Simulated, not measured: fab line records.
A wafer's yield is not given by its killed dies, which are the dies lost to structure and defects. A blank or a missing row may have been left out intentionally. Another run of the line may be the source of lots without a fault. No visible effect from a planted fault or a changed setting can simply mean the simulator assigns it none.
A single fault, viewed from 3 desks	flow n5_finfet	only its own numbers are on each desk; what lay behind them is given at the end

== AT THE METROLOGY DESK ==
Lot by lot, what the gauges showed, no matter which tool ran the lot: averages of those sampled wafers that carry a number. Any lot whose mean is over 4 standard deviations away from the usual mean is out of limits and marked OUT; that distance is given in the brackets. It has 10 readings; the 7 that lie furthest out on some lot are the ones shown.
Columns: A = DIBL_N at N5_BEOL_M4_RC_MEAS_101, usual 36.0 mV/V; B = DIBL_P at N5_BEOL_M4_RC_MEAS_101, usual 36.2 mV/V; C = IOFF_N at N5_BEOL_M4_RC_MEAS_101, usual 0.154 nA/um; D = IOFF_P at N5_BEOL_M4_RC_MEAS_101, usual 0.21 nA/um; E = ION_N at N5_BEOL_M4_RC_MEAS_101, usual 675 uA/um; F = SS_P at N5_BEOL_M4_RC_MEAS_101, usual 73.2 mV/dec; G = VT_P at N5_BEOL_M4_RC_MEAS_101, usual -251 mV
lot	first seen here	A	B	C	D	E	F	G
L621	day 11 22:34	36.9	38.7	0.164	0.20	681	73.6	-251
L622	day 12 00:50	35.4	36.2	0.145	0.19	673	72.7	-251
L623	day 12 05:21	36.4	36.4	0.141	0.19	668	73.0	-253
L624	day 12 12:19	33.8	35.1	0.124	0.18	664	72.3	-252
L629	day 13 08:44	35.2	35.2	0.143	0.20	662	72.8	-250
L618	day 13 19:13	36.1	37.6	0.175	0.23	678	73.6	-251
L636	day 15 06:22	37.0	37.1	0.174	0.20	675	72.8	-250
L637	day 15 06:41	36.3	37.1	0.173	0.26	678	73.3	-243
L638	day 15 08:19	36.6	35.9	0.165	0.24	676	73.4	-246
L639	day 15 11:02	36.6	37.1	0.162	0.22	673	73.2	-251
Result from this desk: across the 10 lots, nothing is out of limits.

== FOR THE TOOL OWNER'S DESK: litho_track-03 ==
The tool's own readings at N5_BEOL_M1_COAT_05 (resist thk 30 nm): means of the sampled wafers that have a number, for each lot that ran on this tool. Any lot whose mean is over 4 standard deviations away from the usual mean is out of limits and marked OUT; that distance is given in the brackets.
Columns: A = spin_speed_rpm at N5_BEOL_M1_COAT_05, usual 1500.0 rpm
lot	first seen here	A
L622	day 7 14:13	1499.3
L621	day 7 18:06	1500.7
L623	day 7 19:24	1580.5 (+87) OUT
L624	day 7 22:35	1579.0 (+85) OUT
L636	day 11 03:10	1500.0
L637	day 11 09:13	1499.5
Finding of this desk: L623, L624 out of limits; the first was L623 at day 7 19:24, on spin_speed_rpm at N5_BEOL_M1_COAT_05. Within limits: L622, L621, L636, L637.

== THE DEFECT DESK ==
Counts from the inspections along the route, per lot, as means over the sampled wafers that have a number. Any lot whose mean is over 4 standard deviations away from the usual mean is out of limits and marked OUT; that distance is given in the brackets.
Columns: A = raw_defect_count at N5_BEOL_M0_INSPECT_127, usual 75
lot	first seen here	A
L618	day 6 18:46	89
L622	day 7 13:04	66
L621	day 7 15:58	81
L623	day 7 19:04	99
L624	day 7 22:13	77
L629	day 9 05:04	62
L636	day 10 23:16	59
L637	day 11 07:24	93
L638	day 11 16:29	69
L639	day 11 19:48	107
Result from this desk: across the 10 lots, nothing is out of limits.

== TAKEN TOGETHER ==
On L623, L624, at day 7 19:24, an alarm was possible from the tool owner's desk.
From the metrology desk's view, nothing was out of limits.
No out-of-limits result turned up at the defect desk.
The metrology desk holds a record of L623, L624, inside its limits.
The defect desk has L623, L624 on record, within its limits.
N5_BEOL_M1_COAT_05 was run on litho_track-03 by each of the lots named.

== WHAT HAD BEEN PUT IN BY THE SIMULATOR ==
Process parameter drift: litho_track-03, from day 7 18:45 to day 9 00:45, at N5_BEOL_M1_COAT_05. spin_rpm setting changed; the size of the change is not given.
Shown lots that were struck: L623, L624.
Hours from the fault's start to each desk's first reading out of limits: the tool owner's desk, 1.
